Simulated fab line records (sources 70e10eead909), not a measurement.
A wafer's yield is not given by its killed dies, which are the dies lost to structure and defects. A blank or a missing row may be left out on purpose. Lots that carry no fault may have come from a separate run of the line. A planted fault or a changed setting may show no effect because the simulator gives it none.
Matching of chambers -- flow nandHarc -- NHARC_A_BLC_STRIP_29 on rieDiel-09: 4 sister chambers
The step strips in CF4. 8 wafers are shown with their chamber, then 8 later ones without.

== WAFERS WITH THEIR CHAMBER ==
wafer,chamber,showerheadPlenumPTorr (Torr),drypumpMotorCurrentA (A)
L127.3,1,1.75,5.6
L129.4,2,1.87,5.8
L128.1,3,1.68,5.5
L128.5,0,1.81,5.4
L130.3,2,1.87,5.7
L130.4,1,1.75,5.6
L130.6,0,1.81,5.4
L136.2,3,1.67,5.5

== WAFERS WITH NO CHAMBER GIVEN ==
wafer,showerheadPlenumPTorr (Torr),drypumpMotorCurrentA (A)
L136.4,1.75,5.6
L136.6,1.87,5.7
L134.1,1.87,5.8
L134.4,1.68,5.5
L134.6,1.67,5.4
L143.1,1.86,5.7
L143.2,1.75,5.6
L143.3,1.67,5.6

== WHICH CHAMBER EACH WENT THROUGH ==
wafer,from the rows above,in truth
L136.4,1,1
L136.6,2,2
L134.1,2,2
L134.4,3,3
L134.6,3,3
L143.1,2,2
L143.2,1,1
L143.3,3,3
8 of 8 placed correctly. Can't be placed from these rows: 0. Placed wrongly: 0.
How it was worked out, from the rows above alone: a wafer's distance from a chamber is the root of the sum, over the readings, of the square of ((its reading less the chamber's mean) divided by the reading's scatter). If the next closest chamber is less than 2 further off than the closest, the wafer can't be placed; otherwise it belongs to the closest. For every chamber, the mean is computed from those of its wafers that are shown. How the scatter is found: for the shown wafers, subtract from each reading the mean of its chamber, square and add these, divide the total by (wafers less chambers), then take the root.
